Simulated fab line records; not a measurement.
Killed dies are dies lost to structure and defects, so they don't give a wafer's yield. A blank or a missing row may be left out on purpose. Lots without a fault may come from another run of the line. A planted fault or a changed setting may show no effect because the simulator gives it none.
Struck lot and sound lot, side by side | flow n5_finfet | 15 steps out of a route of 1938
Sound: the wafers L832.2, L832.4, L832.6. Struck: wafer L843.3. (L843.1, L843.5 of the same lot were not struck and are left out.) The cause comes at the end.
Per side, at each step with rows, come the tool, then ch with its chambers, and then its first start. Under that, the readings that differ: sound wafers | struck wafers | difference of the means | sigmas: that difference in standard deviations of wafers without a fault.
alike: a reading whose means differ by less than 2 such deviations, as well as words and numbers matching on both sides. not compared: withheld readings; readings where some wafer has no value; bounds like >300 that might hide an equal value; numbers whose values overlap and for which the record gives no deviation.
Wherever a step has rows on one side only, a row that says differs or no value, or a row with sigmas, the two part there. Numbers that don't overlap but have no deviation are shown without sigmas and don't part them. Lack of a reading on every wafer of one side parts them only where that side has two or more wafers.

first, 8 steps without rows for these wafers: N5_BEOL_M15_COAT_60 (time 60 s, resist thk 89 nm); N5_BEOL_M15_COAT_22 (resist thk 800 nm); N5_BEOL_M15_EBR_24; N5_BEOL_M15_SOFTBAKE_23 (time 60 s); N5_BEOL_M15_EXPOSE_25 (exposes mask M15, target cd 400 nm); N5_BEOL_M15_PEB_26 (peb time 90 s); N5_BEOL_M15_DEVELOP_27 (develop time 45 s); N5_BEOL_M15_HARDBAKE_32 (time 120 s).
N5_BEOL_M15_CD_MEAS_28 targets a cd of 407.6 nm.
  sound on cd_sem-02 ch 0, day 10 16:59; struck on cd_sem-02 ch 0, day 16 23:47
  reading    | sound             | struck | difference | sigmas
  cd_nm (nm) | 407.5 409.0 409.3 | 403.8  | -4.8       | -3
N5_BEOL_M15_OVL_MEAS_29:
  sound on overlay-02 ch 0, day 10 17:01; struck on overlay-02 ch 0, day 16 23:49
  alike: M15_OVL
N5_BEOL_M15_INSPECT_30: inspects for defects (macro).
  sound on defect_inspect-01, day 10 18:35; struck on defect_inspect-01, day 16 23:51
  alike: raw_defect_count
N5_BEOL_M15_DESCUM_33: chemistry O2, time 7.9 s.
  sound on rie_diel-05 ch 1,2, day 10 18:37; struck on rie_diel-05 ch 0, day 17 00:02
  reading                         | sound          | struck | difference | sigmas
  oes_product_au (a.u.)           | 0.70 0.72 0.71 | 0.92   | +0.21      | +2
  showerhead_plenum_p_Torr (Torr) | 2.14 1.98 1.98 | 2.22   | +0.19      | +2
  alike: drypump_motor_current_A, o2_flow_sccm, rf_vpp_V, throttle_valve_pct
  not compared: rf_hours_counter_h
N5_BEOL_M15_ETCH_61: etches BARC in N2/H2, target depth 89 nm, overetch 26.7 nm, time 67.9 s.
  sound on rie_diel-05 ch 1,2, day 10 18:39; struck on rie_diel-05 ch 0, day 17 00:04
  reading                         | sound             | struck | difference | sigmas
  bias_w (W)                      | 149.2 149.6 150.0 | 142.3  | -7.3       | -16
  oes_product_au (a.u.)           | 0.60 0.62 0.61    | 0.80   | +0.19      | +3
  rf_vpp_V (V)                    | 525.7 518.5 520.0 | 510.9  | -10.5      | -4
  showerhead_plenum_p_Torr (Torr) | 2.62 2.42 2.42    | 2.69   | +0.20      | +2
  alike: drypump_motor_current_A, throttle_valve_pct
  not compared: rf_hours_counter_h
N5_BEOL_M15_TRENCH_ETCH_34: etches SiO2 in C4F8/O2/Ar, target depth 872.93 nm, time 199 s.
  sound on rie_diel-05 ch 1,2, day 10 18:42; struck on rie_diel-05 ch 0, day 17 00:07
  reading                         | sound          | struck | difference | sigmas
  oes_product_au (a.u.)           | 0.69 0.72 0.72 | 0.94   | +0.23      | +3
  rf_vpp_V (V)                    | 2224 2172 2172 | 2277   | +88        | +2
  showerhead_plenum_p_Torr (Torr) | 3.55 3.32 3.32 | 3.67   | +0.27      | +2
  alike: bias_w, drypump_motor_current_A, throttle_valve_pct
  not compared: rf_hours_counter_h
following that, these wafers have no rows for 1 step: N5_PASSIVATION_PROBE_49.

WHERE THEY PART
Earliest at N5_BEOL_M15_CD_MEAS_28; latest, in this record, at N5_BEOL_M15_TRENCH_ETCH_34.

WHY: what the simulator had put in
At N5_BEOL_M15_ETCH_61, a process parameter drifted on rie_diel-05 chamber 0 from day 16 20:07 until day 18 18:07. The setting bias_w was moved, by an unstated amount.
